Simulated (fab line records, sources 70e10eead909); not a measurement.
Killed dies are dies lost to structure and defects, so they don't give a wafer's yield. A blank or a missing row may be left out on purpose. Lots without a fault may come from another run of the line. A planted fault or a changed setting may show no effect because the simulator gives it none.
Chamber matching | flow nand_harc | NHARC_P_M0_PRE_CLEAN_31 on pecvd-04: 3 sister chambers
The step time 12 s. 20 wafers are shown with their chamber, then 10 later ones without.

WAFERS WITH THEIR CHAMBER
wafer  | chamber | heater_power_w (W) | rf_fwd_power_W (W)
L074.2 | 0       | 575                | 293.3
L074.3 | 2       | 585                | 292.1
L074.6 | 1       | 569                | 292.4
L078.1 | 2       | 639                | 292.8
L078.2 | 1       | 533                | 291.4
L078.3 | 0       | 535                | 293.7
L082.1 | 1       | 577                | 293.2
L082.2 | 2       | 590                | 292.6
L082.5 | 0       | 618                | 293.7
L084.2 | 1       | 573                | 293.8
L084.4 | 2       | 554                | 293.2
L084.6 | 1       | 581                | 293.3
L086.3 | 2       | 554                | 292.5
L086.4 | 2       | 555                | 292.4
L086.6 | 1       | 498                | 292.8
L087.3 | 2       | 608                | 292.0
L087.4 | 1       | 565                | 293.6
L087.6 | 0       | 610                | 292.6
L090.2 | 1       | 523                | 291.6
L090.3 | 0       | 624                | 292.7

SIGNATURES (means of the wafers above)
reading        | chamber 0 | chamber 1 | chamber 2 | scatter within a chamber
heater_power_w | 592.40    | 552.38    | 583.57    | 32.8
rf_fwd_power_W | 293.200   | 292.762   | 292.514   | 0.674
Rule: a wafer's distance from a chamber is the root of the sum, over the readings, of the square of ((its reading less the chamber's mean) divided by the reading's scatter). The wafer belongs to the nearest chamber; if the next one is less than 2 further off, it can't be placed. The scatter: the root of (the sum of the squares of (reading less its chamber's mean) over the shown wafers, divided by (wafers less chambers)).

WAFERS WITHOUT THEIR CHAMBER
wafer  | heater_power_w (W) | rf_fwd_power_W (W)
L090.5 | 626                | 291.9
L091.3 | 532                | 292.4
L091.4 | 600                | 292.2
L091.6 | 529                | 292.5
L092.4 | 578                | 292.0
L092.5 | 629                | 291.3
L092.6 | 528                | 292.8
L093.4 | 518                | 295.3
L093.5 | 527                | 293.7
L093.6 | 590                | 292.7

WHICH CHAMBER EACH WENT THROUGH
wafer  | from the rows above          | in truth
L090.5 | can't be placed: 2 or 0 or 1 | 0
L091.3 | can't be placed: 1 or 2 or 0 | 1
L091.4 | can't be placed: 2 or 0 or 1 | 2
L091.6 | can't be placed: 1 or 2 or 0 | 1
L092.4 | can't be placed: 2 or 1 or 0 | 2
L092.5 | can't be placed: 2 or 0 or 1 | 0
L092.6 | can't be placed: 1 or 2 or 0 | 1
L093.4 | can't be placed: 0 or 1 or 2 | 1
L093.5 | can't be placed: 1 or 0 or 2 | 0
L093.6 | can't be placed: 2 or 0 or 1 | 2
Placed correctly: 0 of 10. Can't be placed from these rows: 10 (the true chamber is among the candidates in 10). Placed wrongly: 0.
